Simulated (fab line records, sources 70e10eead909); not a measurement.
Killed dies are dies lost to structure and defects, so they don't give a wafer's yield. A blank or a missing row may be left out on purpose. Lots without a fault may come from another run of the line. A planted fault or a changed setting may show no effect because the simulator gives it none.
A struck lot beside a sound one | flow nand_harc | 40 steps out of a route of 1302
Sound: wafers L589.1, L589.2, L589.5. Struck: wafer L596.6. (L596.3, L596.5 of the same lot were not struck and are left out.) The cause comes at the end.
At each step with rows: each side's tool, then ch and its chambers, then its first start. Under that, the readings that differ: sound wafers | struck wafers | difference of the means | sigmas: that difference in standard deviations of wafers without a fault.
alike: readings whose means differ by less than 2 such deviations, and words and numbers that are the same on both sides. not compared: withheld readings, readings that some wafer has no value for, bounds like >300 that may hide the same value, and numbers for which the record gives no deviation and whose values overlap.
The two part at a step that has a row with sigmas, a row that says differs or no value, or rows on one side only. Numbers that don't overlap but have no deviation are shown without sigmas and don't part them. A reading that every wafer of one side lacks parts them only if that side has two wafers or more.

first, 4 steps without rows for these wafers: NHARC_A_STAIRCASE_SRD_154; NHARC_A_STAIRCASE_ETCH_403 (etches SiO2 in dHF, target depth 108.2 nm); NHARC_A_STAIRCASE_ETCHBACK_422 (etches the open film in CH3F/O2, target depth 40 nm, time 74.286 s); NHARC_A_STAIRCASE_ETCH_423 (etches SiO2 in dHF, target depth 30 nm).
NHARC_A_STAIRCASE_ETCHBACK_157: etches the open film in CH3F/O2, target depth 90 nm, time 167.14 s.
  sound on rie_diel-03 ch 0,1,2, day 20 19:23; struck on rie_diel-02 ch 3, day 24 01:05
  alike: drypump_motor_current_A, oes_product_au, rf_vpp_V, showerhead_plenum_p_Torr, throttle_valve_pct
  not compared: rf_hours_counter_h
NHARC_A_STAIRCASE_STRIP_475: strips in O2, time 20 s.
  sound on rie_diel-03 ch 0,3; struck on rie_diel-02 ch 2
  reading               | sound             | struck | difference | sigmas
  oes_product_au (a.u.) | 0.973 1.000 0.980 | 1.011  | +0.027     | +2
  alike: drypump_motor_current_A, rf_vpp_V, showerhead_plenum_p_Torr, throttle_valve_pct
  not compared: rf_hours_counter_h
then, 3 steps without rows for these wafers: NHARC_A_STAIRCASE_DEP_471 (deposits SiO2, target thk 100 nm); NHARC_A_STAIRCASE_CMP_472 (polishes SiO2); NHARC_A_STAIRCASE_SRD_474.
NHARC_A_STAIRCASE_INSPECT_155:
  sound on defect_inspect-01, day 20 20:20; struck on defect_inspect-01, day 24 01:57
  alike: raw_defect_count
NHARC_A_SGD_CUT_DEP_00: deposits SiNx, target thk 50 nm.
  sound on pecvd-04 ch 0,1,2, day 20 20:24; struck on pecvd-04 ch 0, day 24 02:01
  alike: heater_power_w
then, 10 steps without rows for these wafers: NHARC_A_SGD_CUT_DEHYDRATE_01 (time 120 s); NHARC_A_SGD_CUT_HMDS_02 (time 30 s); NHARC_A_SGD_CUT_COAT_56 (time 75 s); NHARC_A_SGD_CUT_COAT_57 (time 65 s); NHARC_A_SGD_CUT_COAT_03 (resist thk 90 nm); NHARC_A_SGD_CUT_SOFTBAKE_04 (time 55 s); NHARC_A_SGD_CUT_EBR_05; NHARC_A_SGD_CUT_EXPOSE_06 (exposes mask SGD); NHARC_A_SGD_CUT_PEB_07 (peb time 65 s); NHARC_A_SGD_CUT_DEVELOP_08 (develop time 35 s).
NHARC_A_SGD_CUT_CD_MEAS_09: target cd 100 nm.
  sound on cd_sem-02 ch 0, day 20 21:07; struck on cd_sem-01 ch 0, day 24 02:37
  reading    | sound          | struck | difference | sigmas
  cd_nm (nm) | 99.2 99.6 98.1 | 100.7  | +1.7       | +2
NHARC_A_SGD_CUT_OVL_MEAS_10:
  sound on overlay-02, day 20 21:13; struck on overlay-02, day 24 02:42
  reading           | sound       | struck | difference | sigmas
  overlay_y_nm (nm) | 0.9 0.7 0.8 | -0.8   | -1.6       | -2
  alike: overlay_x_nm
NHARC_A_SGD_CUT_INSPECT_11:
  sound on defect_inspect-01, day 20 21:15; struck on defect_inspect-02, day 24 02:44
  alike: raw_defect_count
then, 3 steps without rows for these wafers: NHARC_A_SGD_CUT_DESCUM_14 (chemistry O2, time 3 s); NHARC_A_SGD_CUT_ETCH_58 (etches the open film in CF4, target depth 39 nm, time 65 s); NHARC_A_SGD_CUT_ETCH_59 (etches the open film in N2/H2, target depth 260 nm, time 406.25 s).
NHARC_A_SGD_CUT_ETCH_15: etches the open film in CH3F/O2, target depth 75 nm, time 64.3 s.
  sound on rie_diel-05 ch 0,3; struck on rie_diel-08 ch 1
  alike: drypump_motor_current_A, oes_product_au, rf_vpp_V, showerhead_plenum_p_Torr, throttle_valve_pct
  not compared: rf_hours_counter_h
NHARC_A_SGD_CUT_ETCH_16: etches the open film in C4F8/O2/Ar, target depth 310.5 nm, time 155.2 s.
  sound on rie_diel-05 ch 0,1; struck on rie_diel-08 ch 1
  reading               | sound             | struck | difference | sigmas
  oes_product_au (a.u.) | 0.955 0.944 0.949 | 0.991  | +0.042     | +2
  alike: rf_vpp_V
  not compared: rf_hours_counter_h
then, 6 steps without rows for these wafers: NHARC_A_SGD_CUT_STRIP_60 (strips in C4F8/O2/Ar); NHARC_A_SGD_CUT_STRIP_17 (strips in O2); NHARC_A_SGD_CUT_PRECLEAN_18 (cleans in SC1); NHARC_A_SGD_CUT_SRD_19; NHARC_A_SGD_CUT_DEP_20 (deposits SiO2, target thk 150 nm); NHARC_A_SGD_CUT_ANNEAL_27 (time 1800 s).
NHARC_A_SGD_CUT_CMP_21: polishes, target thk 148.19 nm.
  sound on cmp-03 ch 0,2, day 21 03:16; struck on cmp-03 ch 3, day 24 10:14
  alike: motor_current_A, time_to_endpoint_s
then, 3 steps without rows for these wafers: NHARC_A_SGD_CUT_SRD_23; NHARC_A_SGD_CUT_ETCH_26 (etches SiO2 in dHF, target depth 45.8 nm); NHARC_A_SGD_CUT_ETCHBACK_24 (etches the open film in CH3F/O2, target depth 50 nm, time 92.857 s).
-- the record jumps here: 5 days lie between the struck wafers' starts before and after (it left off in module A_SGD_CUT and takes up again in module END, whose first step shown is number 1302 of the route) --
NHARC_END_SORT_01:
  the record has rows for the struck wafers here (prober-01 ch 0, day 29 11:17) and none for the sound ones

WHERE THEY PART
First at NHARC_A_STAIRCASE_STRIP_475; last, within this record, at NHARC_END_SORT_01.

WHY: what the simulator had put in
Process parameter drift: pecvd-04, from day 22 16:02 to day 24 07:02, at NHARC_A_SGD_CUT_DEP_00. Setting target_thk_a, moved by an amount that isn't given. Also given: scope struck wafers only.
